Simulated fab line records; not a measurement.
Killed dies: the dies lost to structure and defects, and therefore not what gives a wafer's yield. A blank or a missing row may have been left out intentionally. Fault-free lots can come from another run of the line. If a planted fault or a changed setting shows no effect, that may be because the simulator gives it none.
Chamber matching + flow nand_harc + 3 sister chambers for NHARC_A_BONDPAD_DEP_00 on pecvd-04
The step deposits SiCN, target thk 250 nm. 6 wafers are shown with their chamber, then 10 later ones without.

## WAFERS, EACH WITH ITS CHAMBER
| wafer  | chamber | heater_power_w (W) | susceptor_temp_C (C) |
|--------|---------|--------------------|----------------------|
| L086.3 | 2       | 620                | 370.29               |
| L079.1 | 1       | 555                | 369.42               |
| L079.3 | 2       | 664                | 369.64               |
| L079.5 | 0       | 586                | 370.16               |
| L087.1 | 0       | 685                | 369.88               |
| L087.2 | 1       | 581                | 369.88               |

## WAFERS WITH NO CHAMBER GIVEN
| wafer  | heater_power_w (W) | susceptor_temp_C (C) |
|--------|--------------------|----------------------|
| L087.5 | 468                | 370.04               |
| L089.4 | 628                | 369.66               |
| L089.5 | 686                | 369.86               |
| L089.6 | 559                | 370.20               |
| L096.3 | 691                | 370.16               |
| L096.5 | 587                | 369.65               |
| L096.6 | 698                | 370.35               |
| L097.2 | 550                | 370.11               |
| L097.3 | 715                | 369.57               |
| L097.6 | 596                | 369.71               |

## CHAMBER TAKEN BY EACH
| wafer  | from the rows above          | in truth |
|--------|------------------------------|----------|
| L087.5 | can't be placed: 1 or 0 or 2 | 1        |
| L089.4 | can't be placed: 2 or 0 or 1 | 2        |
| L089.5 | can't be placed: 2 or 0 or 1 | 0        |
| L089.6 | can't be placed: 1 or 0 or 2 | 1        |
| L096.3 | can't be placed: 2 or 0 or 1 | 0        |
| L096.5 | can't be placed: 1 or 0 or 2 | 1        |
| L096.6 | can't be placed: 2 or 0 or 1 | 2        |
| L097.2 | can't be placed: 1 or 0 or 2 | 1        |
| L097.3 | can't be placed: 2 or 0 or 1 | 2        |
| L097.6 | can't be placed: 1 or 0 or 2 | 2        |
Correct placement for 0 of the 10. Unplaceable from these rows: 10, with the true chamber sitting among the candidates in 10. 0 placed wrongly.
How it was worked out, from the rows above alone: a wafer's distance from a chamber is the root of the sum, over the readings, of the square of ((its reading less the chamber's mean) divided by the reading's scatter). The wafer belongs to the nearest chamber; if the next one is less than 2 further off, it can't be placed. Each chamber's mean is taken over the wafers shown for it. The scatter is the square root of a quotient: the sum, over the shown wafers, of each reading's squared deviation from its chamber's mean, divided by wafers minus chambers.
